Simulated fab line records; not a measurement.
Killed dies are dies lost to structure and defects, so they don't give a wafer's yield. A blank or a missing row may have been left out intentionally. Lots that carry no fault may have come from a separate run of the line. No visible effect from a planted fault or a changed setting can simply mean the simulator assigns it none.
fab line records	flow n5Finfet
record lots=7	wafers=39
route steps=1938 shown BEOL_M4@1070
startH: hours from the record's first day to the start of the lot's first wafer shown	waitH: time in hours since the lot's previous step	" as in the row above	L1.1+2: one row covering several wafers at once	- no value present, or no start provided	* or withheld: withheld	< > ~ a bound
route shown NAME@n: names a module that has steps shown in the file, with the first one's number in the route	usual: mean/standard deviation of fault-free wafers	same: alike in all rows	chamber/n: place in a boat	sites: each site's reading	_std_site: standard deviation across them	_edge_site: inner sites' mean taken away from outer sites' mean	radiusMm: for every site, how far away it sits from the centre of the wafer	mask NAME#n: copy n	behind: the most recent tool/chamber to have shaped the wafer	hold: what put the lot on hold/how long, in hours/how the hold closed	device: which transistor (n, p or np) failed to switch	end of line: the tests these same wafers got at the end of their route	for a step that has no rows: nothing shown but its recipe	killed: dies that structure and defects cost at the first sort, which is not the same as the wafer's yield	map: a wafer's dies, marking killed ones x, the rest . and places with no die _
set.NAME: setting as actually run; set.NAME@STEP: the setting as run at that earlier step	model.NAME: the simulator's own value behind a step, which no gauge read
lots whose settings were changed on purpose; a table a step, a row a wafer
## steps
# step N5_BEOL_M4_TRENCH_ETCH_37
# recipe chemistry=C4F6/O2	targetDepthA=555.55	target=SiOC	timeS=29.2	ionEnergyEv=250	pressureMtorr=30	sourceW=355	biasW=185	Ar_flow_sccm=300	C4F6_flow_sccm=10	O2_flow_sccm=10
lot.wafer	tool	chamber	startH	waitH	set.timeS	model.etch.depthNm	model.BEOL_M4.featureDepthNm	model.TiN_of_BEOL_M4_HM_DEP_02.thkNm
L079.1	rieDiel-06	1	-	-	29.2	55.85	55.8	17.6
L079.2	"	3	"	"	34.98	67.23	67.2	17.2
L079.3	"	2	"	"	34.98	67.27	67.2	17
L079.4	"	3	"	"	34.98	67.27	67.2	17.2
L079.5	"	2	"	"	29.2	56.09	56	17.6
L079.6	"	1	"	"	29.2	56.54	56.6	17.6
L082.1	rieDiel-06	3	-	-	29.2	56.51	56.6	17.4
L082.2	"	1	"	"	45.04	87.04	87	16.2
L082.3	"	0	"	"	45.04	84.92	85	16.2
L082.4	"	2	"	"	29.2	56.42	56.4	17.4
L082.5	"	0	"	"	29.2	54.32	54.4	17.8
L082.6	"	3	"	"	45.04	87.17	87.2	16.4
L085.1	rieDiel-06	1	-	-	37.34	71.71	71.8	16.8
L085.2	"	0	"	"	29.2	54.72	54.8	17
L085.3	"	3	"	"	29.2	56.98	57	17.4
L085.4	"	3	"	"	29.2	55.96	56	17.2
L085.5	"	1	"	"	37.34	71.33	71.4	16.6
L085.6	"	0	"	"	37.34	70	70	16.8
L091.1	rieDiel-01	0	-	-	29.2	54.26	54.2	17.8
L091.2	"	2	"	"	29.2	53.69	53.6	17.8
L091.3	"	3	"	"	29.2	56.22	56.2	17
L091.4	"	3	"	"	29.2	55.97	56	17.4
L091.5	"	2	"	"	29.2	53.67	53.6	17.8
L091.6	"	0	"	"	29.2	54.51	54.6	17.4
L093.2	rieDiel-06	2	-	-	29.2	56.41	56.4	17.4
L093.4	"	3	"	"	29.2	55.72	55.8	17.4
L093.6	"	2	"	"	29.2	55.92	56	17.4
L094.1	rieDiel-01	0	-	-	29.2	53.52	53.6	17.8
L094.2	"	1	"	"	13.72	26.47	26.4	18.8
L094.3	"	3	"	"	13.72	25.98	26	18.8
L094.4	"	1	"	"	29.2	56.37	56.4	17.6
L094.5	"	0	"	"	29.2	53.55	53.6	17.8
L094.6	"	3	"	"	13.72	25.89	25.8	18.6
L095.1	rieDiel-01	0	-	-	15.73	28.89	28.8	18.8
L095.2	"	1	"	"	29.2	56.24	56.2	17.8
L095.3	"	3	"	"	29.2	55.79	55.8	17.6
L095.4	"	1	"	"	15.73	30.56	30.6	18.4
L095.5	"	0	"	"	29.2	53.88	53.8	17.8
L095.6	"	3	"	"	15.73	30.12	30.2	18.4
# step N5_BEOL_M4_ETCH_41
# recipe chemistry=CH3F/O2	target=SiCN	targetDepthA=299	taperDeg=2	timeS=52.5	ionEnergyEv=120	maskMaterial=TiN	pressureMtorr=30	sourceW=395	biasW=75	Ar_flow_sccm=150	CH3F_flow_sccm=30	O2_flow_sccm=20
# step N5_BEOL_M4_STRIP_97
# recipe chemistry=N2/H2	timeS=10	powerW=450	tempC=40	pressureMtorr=20	rfFrequencyHz=6e+07	biasPowerW=7	n2FlowSccm=200	h2FlowSccm=200
# step N5_BEOL_M4_OCD_MEAS_38
# usual trenchDepthNm=55.3/1
lot.wafer	tool	chamber	startH	waitH	set.timeS@BEOL_M4_TRENCH_ETCH_37	trenchDepthNm
L079.1	ocd-01	-	210.87	-	29.2	56.1
L079.2	"	-	"	"	34.98	67.0
L079.3	"	-	"	"	34.98	68.0
L079.4	"	-	"	"	34.98	66.8
L079.5	"	-	"	"	29.2	56.0
L079.6	"	-	"	"	29.2	56.6
L082.1	ocd-02	-	250.89	-	29.2	56.7
L082.2	"	-	"	"	45.04	87.3
L082.3	"	-	"	"	45.04	84.6
L082.4	"	-	"	"	29.2	55.8
L082.5	"	-	"	"	29.2	54.8
L082.6	"	-	"	"	45.04	87.4
L085.1	ocd-02	-	255.69	-	37.34	72.1
L085.2	"	-	"	"	29.2	54.2
L085.3	"	-	"	"	29.2	57.1
L085.4	"	-	"	"	29.2	56.1
L085.5	"	-	"	"	37.34	71.0
L085.6	"	-	"	"	37.34	70.2
L091.1	ocd-02	-	289.28	-	29.2	53.9
L091.2	"	-	"	"	29.2	53.6
L091.3	"	-	"	"	29.2	56.4
L091.4	"	-	"	"	29.2	56.1
L091.5	"	-	"	"	29.2	54.2
L091.6	"	-	"	"	29.2	54.2
L093.2	ocd-01	-	289.31	-	29.2	56.2
L093.4	"	-	"	"	29.2	55.5
L093.6	"	-	"	"	29.2	56.0
L094.1	ocd-01	-	299.90	-	29.2	53.6
L094.2	"	-	"	"	13.72	26.9
L094.3	"	-	"	"	13.72	26.5
L094.4	"	-	"	"	29.2	56.5
L094.5	"	-	"	"	29.2	53.5
L094.6	"	-	"	"	13.72	25.6
L095.1	ocd-02	-	307.14	-	15.73	28.5
L095.2	"	-	"	"	29.2	55.7
L095.3	"	-	"	"	29.2	55.7
L095.4	"	-	"	"	15.73	30.6
L095.5	"	-	"	"	29.2	54.0
L095.6	"	-	"	"	15.73	30.0
# step N5_BEOL_M4_HM_STRIP_39
# recipe chemistry=peroxideTinStrip	material=TiN	targetDepthA=250	tempC=50	timeS=158
# step N5_BEOL_M4_SRD_40
# recipe timeS=30	tempC=23	rinseLiquid=diw	dry=ipaMarangoni
# step N5_BEOL_M4_ECD_50
# recipe material=Cu	targetThkA=3000
# step N5_BEOL_M4_ANNEAL_51
# recipe tempC=225	timeS=90	ambient=N2
# step N5_BEOL_M4_CMP_52
# recipe stopOn=SiOC	tOverpolishS=6.8	downForcePsi=1	platenRpm=50	clearingPlatenDownForcePsi=1.5	clearingPlatenRpm=50	postCmpClean=cuAlkaline	targetThkNm=40	clearingPlatenPadVelocityMS=0.99484	padVelocityMS=0.99484
lot.wafer	tool	chamber	startH	waitH	set.timeS@BEOL_M4_TRENCH_ETCH_37	model.Cu_of_BEOL_M4_ECD_50.thkNm
L079.4	cmp-01	3	217.08	0.1	34.98	53
L079.1	"	0	"	"	29.2	38.6
L079.3	"	1	"	"	34.98	52.4
L079.2	"	2	"	"	34.98	52.6
L079.5	"	3	"	"	29.2	42.8
L079.6	"	0	"	"	29.2	40
L082.3	cmp-01	2	255.99	0.2	45.04	69.2
L082.1	"	3	"	"	29.2	41.8
L082.4	"	0	"	"	29.2	41
L082.2	"	1	"	"	45.04	72
L082.5	"	2	"	"	29.2	39.8
L082.6	"	3	"	"	45.04	72.8
L085.3	cmp-03	2	259.29	0.2	29.2	40.6
L085.4	"	3	"	"	29.2	40.2
L085.2	"	0	"	"	29.2	38.4
L085.1	"	1	"	"	37.34	56
L085.5	"	2	"	"	37.34	56.2
L085.6	"	3	"	"	37.34	54.6
L091.3	cmp-01	3	292.99	0.2	29.2	41.4
L091.4	"	0	"	"	29.2	39.4
L091.1	"	1	"	"	29.2	39.8
L091.2	"	2	"	"	29.2	37
L091.5	"	3	"	"	29.2	39
L091.6	"	0	"	"	29.2	38.4
L093.2	cmp-03	3	293.15	0.2	29.2	42
L093.4	"	0	"	"	29.2	40.4
L093.6	"	0	"	"	29.2	41.2
L094.1	cmp-01	3	303.49	0.3	29.2	38.4
L094.4	"	0	"	"	29.2	39.8
L094.3	"	1	"	"	13.72	10.4
L094.2	"	2	"	"	13.72	9.2
L094.6	"	3	"	"	13.72	10
L094.5	"	0	"	"	29.2	37.4
L095.2	cmp-04	1	310.33	0.2	29.2	41.4
L095.1	"	2	"	"	15.73	14.4
L095.3	"	3	"	"	29.2	39
L095.4	"	0	"	"	15.73	15.8
L095.6	"	1	"	"	15.73	13.6
L095.5	"	2	"	"	29.2	39.4
# step N5_BEOL_M4_THK_MEAS_53
# recipe thkMeasGauge=xrf	reads=Cu_of_BEOL_M4_ECD_50
# usual M4_THK=39.8/1.4
lot.wafer	tool	chamber	startH	waitH	set.timeS@BEOL_M4_TRENCH_ETCH_37	M4_THK[nm]
L079.1	filmMetro-01	-	217.38	-	29.2	38.8
L079.2	"	-	"	"	34.98	53.0
L079.3	"	-	"	"	34.98	52.7
L079.4	"	-	"	"	34.98	53.2
L079.5	"	-	"	"	29.2	43.0
L079.6	"	-	"	"	29.2	40.2
L082.1	filmMetro-01	-	256.28	-	29.2	42.0
L082.2	"	-	"	"	45.04	72.2
L082.3	"	-	"	"	45.04	69.1
L082.4	"	-	"	"	29.2	41.2
L082.5	"	-	"	"	29.2	40.0
L082.6	"	-	"	"	45.04	72.7
L085.1	filmMetro-01	-	259.58	-	37.34	55.7
L085.2	"	-	"	"	29.2	38.2
L085.3	"	-	"	"	29.2	40.4
L085.4	"	-	"	"	29.2	40.3
L085.5	"	-	"	"	37.34	56.1
L085.6	"	-	"	"	37.34	54.5
L091.1	filmMetro-02	-	293.28	-	29.2	40.2
L091.2	"	-	"	"	29.2	37.3
L091.3	"	-	"	"	29.2	41.7
L091.4	"	-	"	"	29.2	39.4
L091.5	"	-	"	"	29.2	39.1
L091.6	"	-	"	"	29.2	38.5
L093.2	filmMetro-02	-	293.44	-	29.2	42.0
L093.4	"	-	"	"	29.2	40.4
L093.6	"	-	"	"	29.2	41.3
L094.1	filmMetro-01	-	303.78	-	29.2	38.9
L094.2	"	-	"	"	13.72	9.3
L094.3	"	-	"	"	13.72	10.4
L094.4	"	-	"	"	29.2	40.3
L094.5	"	-	"	"	29.2	37.8
L094.6	"	-	"	"	13.72	10.2
L095.1	filmMetro-02	-	310.63	-	15.73	14.5
L095.2	"	-	"	"	29.2	41.5
L095.3	"	-	"	"	29.2	39.4
L095.4	"	-	"	"	15.73	15.9
L095.5	"	-	"	"	29.2	39.7
L095.6	"	-	"	"	15.73	13.8
# step N5_BEOL_M4_PRE_CLEAN_60
# recipe gas=NH3/H2	timeS=15	tempC=*	rfPowerW=300
# step N5_BEOL_M4_CO_CAP_55
# recipe material=Co	targetThkA=20	tempC=200	precursor=CCTBA/H2	pressureTorr=30	timeS=102.1
# step N5_BEOL_M4_PRE_CLEAN_56
# recipe gas=NH3	timeS=15	tempC=withheld	rfPowerW=300
# step N5_BEOL_M4_DEP_57
# recipe material=SiCN	targetThkA=80	tempC=withheld	precursor=3MS/NH3	pressureTorr=3	rfW=202	timeS=14
# step N5_BEOL_M4_RS_MEAS_58
# recipe thkMeasGauge=four-point-probe	reads=Co_of_BEOL_M4_CO_CAP_55+Cu_of_BEOL_M4_ECD_50+Co_of_BEOL_M4_CVD_47+TaN_of_BEOL_M4_ALD_84
# usual M4_RS=0.67/0.03
lot.wafer	tool	chamber	startH	waitH	set.timeS@BEOL_M4_TRENCH_ETCH_37	M4_RS[ohm/sq]
L079.1	filmMetro-02	-	217.64	0.0	29.2	0.70
L079.2	"	-	"	"	34.98	0.47
L079.3	"	-	"	"	34.98	0.47
L079.4	"	-	"	"	34.98	0.47
L079.5	"	-	"	"	29.2	0.61
L079.6	"	-	"	"	29.2	0.67
L082.1	filmMetro-02	-	256.54	0.0	29.2	0.63
L082.2	"	-	"	"	45.04	0.32
L082.3	"	-	"	"	45.04	0.34
L082.4	"	-	"	"	29.2	0.65
L082.5	"	-	"	"	29.2	0.67
L082.6	"	-	"	"	45.04	0.32
L085.1	filmMetro-01	-	259.84	0.0	37.34	0.44
L085.2	"	-	"	"	29.2	0.71
L085.3	"	-	"	"	29.2	0.66
L085.4	"	-	"	"	29.2	0.66
L085.5	"	-	"	"	37.34	0.44
L085.6	"	-	"	"	37.34	0.45
L091.1	filmMetro-02	-	293.54	0.0	29.2	0.67
L091.2	"	-	"	"	29.2	0.74
L091.3	"	-	"	"	29.2	0.64
L091.4	"	-	"	"	29.2	0.68
L091.5	"	-	"	"	29.2	0.69
L091.6	"	-	"	"	29.2	0.71
L093.2	filmMetro-02	-	293.71	0.1	29.2	0.63
L093.4	"	-	"	"	29.2	0.66
L093.6	"	-	"	"	29.2	0.64
L094.1	filmMetro-01	-	304.04	0.0	29.2	0.71
L094.2	"	-	"	"	13.72	5.12
L094.3	"	-	"	"	13.72	4.36
L094.4	"	-	"	"	29.2	0.68
L094.5	"	-	"	"	29.2	0.73
L094.6	"	-	"	"	13.72	4.56
L095.1	filmMetro-01	-	310.89	0.0	15.73	2.68
L095.2	"	-	"	"	29.2	0.64
L095.3	"	-	"	"	29.2	0.69
L095.4	"	-	"	"	15.73	2.36
L095.5	"	-	"	"	29.2	0.68
L095.6	"	-	"	"	15.73	2.90
## key
split step=N5_BEOL_M4_TRENCH_ETCH_37	setting=timeS	stated=29.2	by=wafer
response step=N5_BEOL_M4_TRENCH_ETCH_37	reading=model.etch.depthNm	change=+0.55	per=1%	r=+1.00
response step=N5_BEOL_M4_TRENCH_ETCH_37	reading=model.BEOL_M4.featureDepthNm	change=+0.55	per=1%	r=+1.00
response step=N5_BEOL_M4_TRENCH_ETCH_37	reading=model.TiN_of_BEOL_M4_HM_DEP_02.thkNm	change=-0.02	per=1%	r=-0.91
response step=N5_BEOL_M4_OCD_MEAS_38	reading=trenchDepthNm	change=+0.55	per=1%	r=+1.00
response step=N5_BEOL_M4_CMP_52	reading=model.Cu_of_BEOL_M4_ECD_50.thkNm	change=+0.555	per=1%	r=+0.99
response step=N5_BEOL_M4_THK_MEAS_53	reading=M4_THK	change=+0.557	per=1%	r=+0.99
response step=N5_BEOL_M4_RS_MEAS_58	reading=M4_RS	shape=bent	atLowest=4.68	atStated=0.67	atHighest=0.33
